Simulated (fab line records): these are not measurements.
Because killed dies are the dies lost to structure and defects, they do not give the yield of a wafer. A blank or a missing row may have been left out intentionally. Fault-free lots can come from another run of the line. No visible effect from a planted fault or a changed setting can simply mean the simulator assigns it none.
fab line records	flow n5-finfet
[record] lots = 7	wafers = 21	last-day = 17
route steps=1938 shown BEOL_M10@1493 BEOL_M15@1830 PASSIVATION@1936
lots that met no fault: taken from a fault-free run of the same line
start-h: hours from the record's first day to the start of the lot's first wafer shown	wait-h: hours since the lot's step before	" unchanged from the row above	L1.1+2: one row covering several wafers at once	- either no value or no given start	* or withheld: withheld	< > ~ a bound
route shown NAME@n: a module of which the file shows steps, and the number in the route of the first	usual: mean/standard deviation taken from wafers without a fault	same: alike in all rows	chamber/n: place in a boat	sites: readings site by site	_std_site: the values' standard deviation	_edge_site: the outer-site mean with the inner-site mean subtracted	radius-mm: for every site, how far away it sits from the centre of the wafer	mask NAME#n: copy n	behind: tool/chamber where the wafer was last shaped	hold: the reason the lot was held/the length of the hold in hours/how it ended	device: names the non-switching transistor (n, p or np)	end of line: at the end of the route, the tests of the same wafers	where a step has no rows: the recipe by itself	killed: count of dies lost to structure and defects at first sort (not the wafer's yield)	map: dies across one wafer; x = killed, . = not, _ = none there
set.NAME: the setting as run; set.NAME@STEP: as run at that earlier step	model.NAME: the simulator's own value behind a step, which no gauge read
the route's steps for a sample of lots (tables are steps, rows are wafers)
services: from which hour (start-h, from the record's first day; less than 0 if before it) a tool's chamber was out of use, for how many hours, and why
[[steps]]
[step N5_BEOL_M10_CD_MEAS_18]
[recipe] pitch-nm = 140	target-cd-nm = 70
[usual] cd-nm = 69.8/0.47
lot.wafer	tool	chamber	start-h	wait-h	cd-nm
L751.2	cd-sem-02	-	256.49	0.1	70.0
L751.3	"	-	"	"	69.9
L751.5	"	-	"	"	69.9
L755.1	cd-sem-02	-	277.97	0.0	70.0
L755.3	"	-	"	"	69.7
L755.5	"	-	"	"	68.9
L754.3	cd-sem-01	-	281.71	0.1	69.4
L754.4	"	-	"	"	69.8
L754.5	"	-	"	"	70.0
L757.2	cd-sem-03	-	286.30	0.1	68.9
L757.4	"	-	"	"	69.2
L757.5	"	-	"	"	68.9
L758.2	cd-sem-02	-	294.23	0.1	70.3
L758.4	"	-	"	"	69.6
L758.6	"	-	"	"	69.9
L760.3	cd-sem-02	-	306.78	0.1	69.6
L760.4	"	-	"	"	70.1
L760.5	"	-	"	"	69.4
L769.1	cd-sem-01	-	357.31	0.1	69.6
L769.2	"	-	"	"	70.2
L769.4	"	-	"	"	69.1
[step N5_BEOL_M10_DESCUM_33]
[recipe] chemistry = O2	time-s = 7.9	source-power-w = 50	bias-power-w = 20	pressure-mtorr = 20	rf-frequency-hz = 2.712e+07	temp-c = 40	resist = CAR-ArF	o2-flow-sccm = 225
[usual] drypump-motor-current-A = 5.9/0.39	o2-flow-sccm = 225.1/0.69	oes-product-au = 0.81/0.099	rf-vpp-V = 243.0/1.2	showerhead-plenum-p-Torr = 2.08/0.051	throttle-valve-pct = 20.42/0.24
lot.wafer	tool	chamber	start-h	wait-h	drypump-motor-current-A	o2-flow-sccm	oes-product-au	rf-hours-counter-h	rf-vpp-V	showerhead-plenum-p-Torr	throttle-valve-pct
L751.2	rie-diel-04	1	257.90	0.0	5.7	224.9	0.75	170	245.7	2.17	20.65
L751.3	"	3	"	"	6.0	226.5	0.90	29	242.2	2.05	20.20
L751.5	"	3	"	"	6.1	224.8	0.89	-	243.0	2.05	20.21
L755.1	rie-diel-03	3	279.91	0.1	6.1	225.6	0.95	18	241.1	2.04	20.14
L755.3	"	0	"	"	5.5	226.3	0.98	9	244.3	2.14	20.02
L755.5	"	0	"	"	5.5	226.5	0.97	-	243.3	2.14	20.03
L754.3	rie-diel-03	3	282.08	0.0	6.1	225.7	0.94	19	242.6	2.04	20.14
L754.4	"	1	"	"	6.0	225.1	0.89	21	243.6	2.05	20.40
L754.5	"	2	"	"	5.8	225.2	0.68	-	242.0	2.07	20.64
L757.2	rie-diel-03	0	286.82	0.2	5.5	225.8	0.96	12	242.8	2.14	20.02
L757.4	"	2	"	"	5.8	225.8	0.68	225	241.4	2.07	20.65
L757.5	"	2	"	"	5.8	225.9	0.68	-	242.7	2.07	20.68
L758.2	rie-diel-04	0	297.97	0.0	5.4	224.6	0.94	11	243.3	2.05	20.09
L758.4	"	1	"	"	5.7	225.5	0.73	184	245.6	2.16	20.69
L758.6	"	0	"	"	5.4	224.4	0.94	-	242.9	2.05	20.09
L760.3	rie-diel-01	1	308.91	0.0	6.7	224.4	0.70	239	242.3	2.05	20.66
L760.4	"	2	"	"	5.9	224.5	0.71	193	244.1	2.08	20.32
L760.5	"	0	"	"	6.4	224.6	0.82	-	245.1	2.20	20.56
L769.1	rie-diel-04	1	360.58	0.0	5.7	224.7	0.71	207	243.7	2.15	20.73
L769.2	"	0	"	"	5.4	225.0	0.88	32	241.1	2.05	20.14
L769.4	"	1	"	"	5.7	225.4	0.71	-	243.1	2.15	20.73
[step N5_BEOL_M10_TRENCH_ETCH_37]
[recipe] chemistry = C4F6/O2	target-depth-a = 1488.3	target = SiCOH_lowk	time-s = 48	ion-energy-ev = 250	pressure-mtorr = 30	source-w = 345	bias-w = 185	Ar_flow_sccm = 300	C4F6_flow_sccm = 10	O2_flow_sccm = 10
[usual] drypump-motor-current-A = 5.9/0.39	oes_f_703_au = 0.80/0.094	oes-product-au = 0.81/0.1	rf-vpp-V = 665/7.7	showerhead-plenum-p-Torr = 2.84/0.068	throttle-valve-pct = 20.94/0.25
lot.wafer	tool	chamber	start-h	wait-h	drypump-motor-current-A	oes_f_703_au	oes-product-au	rf-hours-counter-h	rf-vpp-V	showerhead-plenum-p-Torr	throttle-valve-pct
L751.2	rie-diel-04	1	258.21	-	5.7	0.74	0.75	170	669	2.94	21.18
L751.3	"	3	"	"	6.1	0.88	0.89	29	654	2.79	20.69
L751.5	"	3	"	"	6.1	0.89	0.90	-	653	2.79	20.70
L755.1	rie-diel-03	3	280.22	-	6.1	0.92	0.96	18	673	2.78	20.64
L755.3	"	0	"	"	5.5	0.97	0.97	9	658	2.91	20.58
L755.5	"	0	"	"	5.5	0.96	0.97	-	657	2.91	20.56
L754.3	rie-diel-03	3	282.39	-	6.1	0.92	0.94	19	672	2.78	20.65
L754.4	"	1	"	"	6.0	0.90	0.91	21	669	2.79	20.92
L754.5	"	2	"	"	5.8	0.67	0.68	-	663	2.80	21.08
L757.2	rie-diel-03	0	287.13	-	5.5	0.95	0.97	12	659	2.91	20.57
L757.4	"	2	"	"	5.8	0.66	0.67	225	663	2.80	21.10
L757.5	"	2	"	"	5.8	0.67	0.85	-	665	2.80	21.17
L758.2	rie-diel-04	0	298.28	-	5.4	0.91	0.92	11	669	2.79	20.57
L758.4	"	1	"	"	5.7	0.73	0.74	184	667	2.93	21.19
L758.6	"	0	"	"	5.4	0.91	0.93	-	670	2.79	20.58
L760.3	rie-diel-01	1	309.23	-	6.6	0.69	0.70	239	664	2.81	21.27
L760.4	"	2	"	"	5.9	0.72	0.71	193	668	2.84	20.88
L760.5	"	0	"	"	6.4	0.79	0.82	-	681	2.99	21.11
L769.1	rie-diel-04	1	360.89	-	5.7	0.71	0.71	207	666	2.92	21.24
L769.2	"	0	"	"	5.4	0.86	0.88	32	669	2.79	20.61
L769.4	"	1	"	"	5.7	0.71	0.72	-	668	2.92	21.24
[step N5_BEOL_M10_OCD_MEAS_38]
[usual] trench-depth-nm = 148.2/2.3
lot.wafer	tool	chamber	start-h	wait-h	trench-depth-nm
L751.2	ocd-02	-	258.39	-	147.7
L751.3	"	-	"	"	151.3
L751.5	"	-	"	"	150.9
L755.1	ocd-01	-	280.40	-	151.8
L755.3	"	-	"	"	150.6
L755.5	"	-	"	"	150.3
L754.3	ocd-01	-	282.58	-	151.3
L754.4	"	-	"	"	149.0
L754.5	"	-	"	"	143.8
L757.2	ocd-02	-	287.31	-	149.9
L757.4	"	-	"	"	143.8
L757.5	"	-	"	"	206.2
L758.2	ocd-02	-	298.46	-	147.3
L758.4	"	-	"	"	147.3
L758.6	"	-	"	"	146.6
L760.3	ocd-02	-	309.41	-	148.3
L760.4	"	-	"	"	146.9
L760.5	"	-	"	"	148.5
L769.1	ocd-01	-	361.07	-	146.7
L769.2	"	-	"	"	147.7
L769.4	"	-	"	"	146.6
[step N5_BEOL_M10_CURE_72]
[recipe] temp-c = 370	time-s = 120	ambient = DMADMS/He	material = SiCOH_lowk
[usual] lamp-power-pct = 52.31/0.055	wafer_temp_C_max = 371.6/0.53
lot.wafer	tool	chamber	start-h	wait-h	lamp-power-pct	wafer_temp_C_max
L751.2	uv-cure-01	1	258.67	0.1	52.34	371.0
L751.3	"	1	"	"	52.39	371.1
L751.5	"	1	"	"	52.33	370.9
L755.1	uv-cure-02	0	280.92	0.4	52.31	371.3
L755.3	"	0	"	"	52.39	371.4
L755.5	"	0	"	"	52.26	371.6
L754.3	uv-cure-01	0	282.87	0.1	52.29	371.1
L754.4	"	0	"	"	52.22	371.4
L754.5	"	0	"	"	52.32	370.6
L757.2	uv-cure-02	0	287.72	0.2	52.28	371.9
L757.4	"	0	"	"	52.38	371.6
L757.5	"	0	"	"	52.26	372.1
L758.2	uv-cure-01	2	298.72	0.1	52.34	371.6
L758.4	"	2	"	"	52.34	371.4
L758.6	"	2	"	"	52.34	371.7
L760.3	uv-cure-02	2	309.80	0.2	52.24	371.7
L760.4	"	2	"	"	52.24	371.6
L760.5	"	2	"	"	52.33	372.7
L769.1	uv-cure-02	2	361.27	0.0	52.24	371.7
L769.2	"	2	"	"	52.23	371.5
L769.4	"	2	"	"	52.25	371.6
[step N5_BEOL_M10_THK_MEAS_53]
[recipe] thk-meas-gauge = xrf	reads = Cu_of_BEOL_M10_ECD_50
[usual] M10_THK = 142.8/2.7
lot.wafer	tool	chamber	start-h	wait-h	M10_THK[nm]
L751.2	film-metro-01	-	260.59	-	142.6
L751.3	"	-	"	"	146.5
L751.5	"	-	"	"	146.2
L755.1	film-metro-01	-	283.43	-	145.5
L755.3	"	-	"	"	145.1
L755.5	"	-	"	"	143.9
L754.3	film-metro-02	-	285.57	-	147.2
L754.4	"	-	"	"	143.9
L754.5	"	-	"	"	139.4
L757.2	film-metro-02	-	290.18	-	145.2
L757.4	"	-	"	"	141.0
L757.5	"	-	"	"	206.3
L758.2	film-metro-01	-	300.63	-	139.6
L758.4	"	-	"	"	141.6
L758.6	"	-	"	"	140.7
L760.3	film-metro-01	-	312.11	-	141.4
L760.4	"	-	"	"	140.1
L760.5	"	-	"	"	144.4
L769.1	film-metro-02	-	364.91	-	142.4
L769.2	"	-	"	"	142.3
L769.4	"	-	"	"	142.2
[step N5_BEOL_M10_RS_MEAS_57]
[recipe] thk-meas-gauge = four-point-probe	reads = Cu_of_BEOL_M10_ECD_50+Co_of_BEOL_M10_CVD_75+TaN_of_BEOL_M10_ALD_74
[usual] M10_RS = 0.1512/0.003
lot.wafer	tool	chamber	start-h	wait-h	M10_RS[ohm/sq]
L751.2	film-metro-02	-	260.72	0.1	0.1508
L751.3	"	-	"	"	0.1463
L751.5	"	-	"	"	0.1474
L755.1	film-metro-02	-	283.57	0.1	0.1477
L755.3	"	-	"	"	0.1491
L755.5	"	-	"	"	0.1501
L754.3	film-metro-02	-	285.71	0.1	0.1473
L754.4	"	-	"	"	0.1508
L754.5	"	-	"	"	0.1572
L757.2	film-metro-02	-	290.31	0.1	0.1501
L757.4	"	-	"	"	0.1548
L757.5	"	-	"	"	0.1028
L758.2	film-metro-02	-	300.76	0.1	0.1538
L758.4	"	-	"	"	0.1506
L758.6	"	-	"	"	0.1517
L760.3	film-metro-01	-	312.24	0.1	0.1518
L760.4	"	-	"	"	0.1534
L760.5	"	-	"	"	0.1495
L769.1	film-metro-02	-	365.05	0.1	0.1540
L769.2	"	-	"	"	0.1534
L769.4	"	-	"	"	0.1535
[step N5_BEOL_M15_RC_MEAS_101]
[usual] etest-temp-c = 25.02/0.12	COMB_M11 = 1.48e-11/2.9e-12	COMB_M12 = 6.6e-12/1.3e-12	COMB_M13 = 5.4e-12/1.3e-12	COMB_M14 = 4.1e-12/8e-13	COMB_M15 = 2.9e-12/7e-13	COMB_M15_max_site = 4.1e-12/1e-12	COMB_M5 = 3.6e-11/7.9e-12	COMB_M6 = 2.6e-11/6.4e-12	COMB_M7 = 2.6e-11/5.1e-12	COMB_M8 = 2.6e-11/5.1e-12	COMB_M9 = 1.5e-11/3.2e-12	SERP_M10 = 3.08/0.077	SERP_M10_max_site = 3.17/0.073	SERP_M11 = 3.08/0.077	SERP_M12 = 0.639/0.014	SERP_M13 = 0.309/0.0055	SERP_M14 = 0.162/0.0031	SERP_M5 = 38.9/1.3	SERP_M6 = 13.8/0.46	SERP_M6_max_site = 14.5/0.52	SERP_M7 = 13.9/0.5	SERP_M8 = 13.8/0.51	SERP_M9 = 3.07/0.085
lot.wafer	tool	chamber	start-h	wait-h	etest-temp-c	COMB_M11[S/m]	COMB_M12[S/m]	COMB_M13[S/m]	COMB_M14[S/m]	COMB_M15[S/m]	COMB_M15_max_site[S/m]	COMB_M5[S/m]	COMB_M6[S/m]	COMB_M7[S/m]	COMB_M8[S/m]	COMB_M9[S/m]	SERP_M10[ohm/um]	SERP_M10_max_site[ohm/um]	SERP_M11[ohm/um]	SERP_M12[ohm/um]	SERP_M13[ohm/um]	SERP_M14[ohm/um]	SERP_M5[ohm/um]	SERP_M6[ohm/um]	SERP_M6_max_site[ohm/um]	SERP_M7[ohm/um]	SERP_M8[ohm/um]	SERP_M9[ohm/um]
L751.2	prober-02	0	295.41	0.2	24.78	1.52e-11	6.2e-12	8.7e-12	4.8e-12	3.4e-12	4.5e-12	2.8e-11	2.3e-11	2.9e-11	2.8e-11	1.7e-11	3.07	3.11	3.00	0.644	0.311	0.164	37.5	13.7	13.9	14.2	13.8	3.15
L751.3	"	0	"	"	24.84	1.35e-11	7.4e-12	6.9e-12	4.2e-12	3.3e-12	4.7e-12	3.3e-11	2.7e-11	2.5e-11	3.8e-11	1.4e-11	2.95	3.09	2.96	0.641	0.311	0.158	40.9	13.6	13.8	13.9	13.3	3.15
L751.5	"	0	"	"	24.92	1.38e-11	6.3e-12	5.4e-12	4.7e-12	2.8e-12	4e-12	4e-11	2.7e-11	2.7e-11	3e-11	1.3e-11	3.00	3.13	3.03	0.632	0.302	0.159	36.9	13.0	13.7	14.1	14.5	3.10
L754.3	prober-01	0	320.77	0.3	24.89	1.23e-11	5.3e-12	4.4e-12	4e-12	2.9e-12	3.3e-12	2.4e-11	2.2e-11	2.2e-11	2.7e-11	1.3e-11	3.07	3.18	3.14	0.622	0.312	0.160	39.2	13.3	13.7	14.3	13.3	3.10
L754.4	"	0	"	"	24.88	1.45e-11	5.2e-12	3.2e-12	2.8e-12	1.9e-12	2.5e-12	2.6e-11	2.3e-11	2e-11	2.8e-11	1.3e-11	3.09	3.17	3.04	0.633	0.300	0.158	38.5	13.7	14.2	14.8	14.3	3.19
L754.5	"	0	"	"	24.90	1.57e-11	3.7e-12	4.6e-12	2.5e-12	2.7e-12	3.9e-12	2.5e-11	2.7e-11	2.2e-11	3.2e-11	1.5e-11	3.24	3.33	3.19	0.612	0.313	0.157	38.5	13.7	14.1	14.5	13.9	3.15
L755.1	prober-02	0	322.99	0.0	25.16	1.46e-11	6e-12	5.7e-12	4e-12	3.7e-12	5.2e-12	3.3e-11	2.9e-11	3.2e-11	2.7e-11	2.3e-11	3.01	3.05	3.26	0.639	0.305	0.159	38.4	14.1	14.4	14.1	13.7	3.25
L755.3	"	0	"	"	25.09	1.24e-11	7.7e-12	6.4e-12	4.2e-12	3.7e-12	5.5e-12	3.6e-11	2.7e-11	2.5e-11	2.7e-11	1.9e-11	3.06	3.16	3.11	0.636	0.308	0.164	41.3	13.9	15.4	14.5	14.5	3.13
L755.5	"	0	"	"	25.10	1.61e-11	6.9e-12	5.3e-12	3.6e-12	4.5e-12	7.3e-12	3e-11	2.5e-11	3.3e-11	3e-11	1.7e-11	3.12	3.18	3.19	0.645	0.313	0.162	40.0	13.9	14.2	14.3	13.4	3.09
L757.2	prober-02	0	328.44	0.2	24.97	1.49e-11	5.6e-12	4.2e-12	3.6e-12	3.3e-12	3.9e-12	3.8e-11	2.8e-11	3.3e-11	2.7e-11	1.3e-11	3.09	3.17	3.10	0.660	0.303	0.160	40.7	14.1	15.0	13.6	13.4	3.09
L757.4	"	0	"	"	24.92	1.51e-11	6.1e-12	4.3e-12	5.1e-12	3.4e-12	5e-12	5e-11	2.4e-11	2.6e-11	3.1e-11	1.6e-11	3.25	3.28	3.16	0.663	0.305	0.165	40.6	14.1	15.1	14.1	12.9	3.12
L757.5	"	0	"	"	25.14	1.91e-11	6e-12	6.5e-12	3.1e-12	3.5e-12	5.4e-12	3.7e-11	2.6e-11	2.2e-11	2.4e-11	2e-11	2.13	2.18	3.11	0.676	0.302	0.158	37.8	14.4	15.0	13.7	13.5	3.18
L758.2	prober-02	0	336.34	0.2	25.31	1.26e-11	7.7e-12	7.9e-12	4.1e-12	3.3e-12	4.8e-12	2.3e-11	2.6e-11	2.3e-11	2.9e-11	1.1e-11	3.09	3.18	3.01	0.640	0.301	0.166	37.8	12.9	13.2	14.6	13.7	3.07
L758.4	"	0	"	"	25.03	1.39e-11	7e-12	6.2e-12	4.4e-12	3.2e-12	4.5e-12	2.5e-11	2.3e-11	3.2e-11	2.9e-11	1.2e-11	3.07	3.21	3.05	0.640	0.311	0.163	40.1	13.3	13.8	13.6	13.5	2.98
L758.6	"	0	"	"	24.91	1.94e-11	9e-12	6.6e-12	4.3e-12	3e-12	3.8e-12	3.7e-11	2.1e-11	2.7e-11	2.9e-11	1.6e-11	3.08	3.11	3.12	0.649	0.308	0.162	38.8	13.6	14.7	13.6	13.6	2.96
L760.3	prober-01	0	347.31	0.3	25.12	1.34e-11	6.9e-12	5.1e-12	2.2e-12	2.7e-12	4.2e-12	4.9e-11	2.8e-11	2.2e-11	2.5e-11	2.3e-11	3.15	3.24	2.96	0.637	0.310	0.162	37.9	14.6	15.4	13.1	13.9	2.97
L760.4	"	0	"	"	25.08	1.38e-11	4.7e-12	3.7e-12	4.9e-12	2.3e-12	3.1e-12	4.4e-11	2e-11	2.2e-11	2e-11	1.8e-11	3.15	3.20	3.12	0.633	0.304	0.164	37.5	15.0	15.5	13.8	14.0	3.15
L760.5	"	0	"	"	25.24	1.69e-11	4.6e-12	3.9e-12	3.4e-12	2.7e-12	4.1e-12	3e-11	2.4e-11	2.6e-11	3e-11	1.6e-11	3.07	3.12	3.06	0.631	0.302	0.162	39.0	13.0	13.4	13.9	13.7	3.05
L769.1	prober-01	0	397.27	0.0	25.28	1.46e-11	5.7e-12	5e-12	4e-12	2.5e-12	3.4e-12	4.2e-11	4.7e-11	2.2e-11	2.6e-11	1.7e-11	3.16	3.21	2.90	0.653	0.308	0.163	37.1	14.3	14.8	14.4	14.1	3.17
L769.2	"	0	"	"	25.09	1.58e-11	7.6e-12	4.4e-12	3.7e-12	1.6e-12	2.4e-12	6.1e-11	3.3e-11	2.1e-11	2.8e-11	1.3e-11	3.08	3.21	3.11	0.624	0.306	0.156	39.8	13.8	14.5	14.5	14.2	3.05
L769.4	"	0	"	"	25.13	1.56e-11	5.3e-12	3.4e-12	4.7e-12	3.9e-12	5.9e-12	4.4e-11	3.2e-11	2.6e-11	2.7e-11	1.3e-11	3.14	3.18	3.05	0.622	0.303	0.165	42.2	14.0	14.4	14.0	14.2	3.09
// sites SERP_M10 radius-mm=0,75,75,75,75,140,140,140,140
L751.2 3.01 3.09 2.99 3.04 3.07 3.11 3.07 3.11 3.10
L754.3 3.18 3.10 3.13 3.11 3.07 2.95 2.97 3.03 2.89
L755.1 3.04 3.05 2.99 3.01 3.05 2.98 3.04 3.01 3.00
L757.2 3.01 3.08 3.03 3.09 3.04 3.10 3.15 3.17 3.13
L758.2 3.05 3.08 3.08 3.07 3.09 3.11 3.15 3.18 3.16
L760.3 3.24 3.18 3.15 3.18 3.20 3.02 3.02 3.04 3.01
L769.1 3.12 3.16 3.18 3.13 3.12 3.21 3.19 3.13 3.20
[step N5_PASSIVATION_PROBE_49]
[usual] defect-limited-yield = 91.2/1.5	killed_at_M0_to_M3 = 35/11	killed_at_M4_up = 13/5.6	killed-at-contacts = 13/6.3	killed-at-front-end = 38/12	killed-at-other = 3.7/2.9	killed-dies = 104/18	killed-open = 69/13	killed-short = 34/8.3	sort_bin_5_function = 5.2/0.95	sort_bin_6_memory = 3.3/0.68	sort-n-pass = 1076/18	sort-yield-pct = 91.2/1.5
[same] gross-dies = 1180	killed-at-back-side = 0	sort_bin_4_leakage[%] = 0	sort_bin_8_speed[%] = 0
lot.wafer	tool	chamber	start-h	wait-h	defect-limited-yield[%]	killed_at_M0_to_M3	killed_at_M4_up	killed-at-contacts	killed-at-front-end	killed-at-other	killed-dies	killed-open	killed-short	sort_bin_5_function[%]	sort_bin_6_memory[%]	sort-n-pass	sort-yield-pct[%]
L755.5	prober-01	-	338.34	0.4	92.0	33	4	9	46	2	94	56	37	4.1	3.6	1086	92.0
L758.2	prober-01	-	349.91	0.1	93.1	34	12	0	33	2	81	57	23	4.4	1.9	1099	93.1
L758.4	prober-01	-	350.01	0.2	87.1	42	20	12	76	2	152	107	42	7.8	5.0	1028	87.1
L758.6	prober-01	-	350.11	0.3	88.7	52	24	15	39	3	133	85	48	6.6	4.2	1047	88.7
// killed by level:class
L755.5 STI_FIN_REVEAL:geometric-particle:open=10 FIN_SAQP:geometric-particle:open=9 FIN_SAQP:geometric-particle:short=9 BEOL_M2:geometric-particle:open=8 STI_FIN_REVEAL:geometric-particle:short=5 BEOL_M0:geometric-particle:open=5 MOL_CONTACT_COAG:geometric-particle:open=5 BEOL_M1:geometric-particle:open=5
L758.2 BEOL_M0_SAQP:geometric-particle:open=15 FIN_SAQP:geometric-particle:open=8 FIN_SAQP:geometric-particle:short=5 BEOL_M2:geometric-particle:open=5 GATE_CUT:geometric-particle:short=4 BEOL_M0_SAQP:geometric-particle:short=4 DUMMY_GATE:geometric-particle:open=3 BEOL_M0:geometric-particle:open=3
L758.4 FIN_SAQP:geometric-particle:open=32 FIN_SAQP:geometric-particle:short=21 BEOL_M0_SAQP:geometric-particle:open=15 MOL_CONTACT_COAG:geometric-particle:open=11 BEOL_M0_SAQP:geometric-particle:short=9 BEOL_M4:geometric-particle:open=8 GATE_CUT:geometric-particle:open=7 STI_FIN_REVEAL:geometric-particle:open=6
L758.6 MOL_CONTACT_COAG:geometric-particle:open=12 BEOL_M0_SAQP:geometric-particle:short=11 BEOL_M0_SAQP:geometric-particle:open=11 BEOL_M4:geometric-particle:open=11 BEOL_M1:geometric-particle:open=8 BEOL_M2:geometric-particle:open=7 BEOL_M3:geometric-particle:open=7 STI_FIN_REVEAL:geometric-particle:open=5
[[services]]
tool	chamber	start-h	hours	kind
rie-diel-03	-	239.55	1.0	repair
rie-diel-03	0	242.02	-	clean
rie-diel-03	0	242.02	-	consumable-replace:focus-ring
rie-diel-03	0	242.02	17.0	scheduled-down
rie-diel-03	0	242.02	17.0	vent-cycle
rie-diel-04	0	244.31	-	clean
rie-diel-04	0	244.31	-	consumable-replace:focus-ring
rie-diel-04	0	244.31	18.2	scheduled-down
rie-diel-04	0	244.31	18.2	vent-cycle
uv-cure-01	-	245.56	5.9	repair
rie-diel-03	1	261.09	19.7	repair
uv-cure-01	-	323.47	2.1	pm
uv-cure-02	-	326.17	7.5	pm
uv-cure-01	-	326.96	24.9	pm
rie-diel-03	2	333.64	14.0	repair
rie-diel-01	1	336.70	-	clean
rie-diel-01	1	336.70	-	consumable-replace:focus-ring
rie-diel-01	1	336.70	22.8	scheduled-down
rie-diel-04	2	345.36	-	clean
rie-diel-04	2	345.36	-	consumable-replace:focus-ring
rie-diel-04	2	345.36	27.9	scheduled-down
rie-diel-04	2	345.36	27.9	vent-cycle
rie-diel-04	0	346.07	5.5	repair
rie-diel-01	0	350.57	4.9	repair
[[key]]
[first-sign] step = N5_BEOL_M10_OCD_MEAS_38	reading = trench-depth-nm	direction = up	sigmas = 25	usual = 148.2	struck = 206.2
[effect] step = N5_BEOL_M10_THK_MEAS_53	reading = M10_THK	direction = up	sigmas = 23	usual = 142.8	struck = 206.3
[effect] step = N5_BEOL_M10_RS_MEAS_57	reading = M10_RS	direction = down	sigmas = 16	usual = 0.1512	struck = 0.1028
[effect] step = N5_BEOL_M15_RC_MEAS_101	reading = SERP_M10	direction = down	sigmas = 12	usual = 3.08	struck = 2.13
met-at N5_BEOL_M10_TRENCH_ETCH_37
struck-lots L757
struck-wafers L757.5
not-acting-at N5_BEOL_M10_CD_MEAS_18,N5_BEOL_M10_DESCUM_33,N5_BEOL_M10_CURE_72
onset-between 282.39 287.13
[fault] kind = process-parameter-drift	tool = rie-diel-03	chamber = -	onset-h = 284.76	steps = N5_BEOL_M10_TRENCH_ETCH_37	channel = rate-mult	offset = 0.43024	shape = step	end-h = 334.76	scope = struck-wafers-only
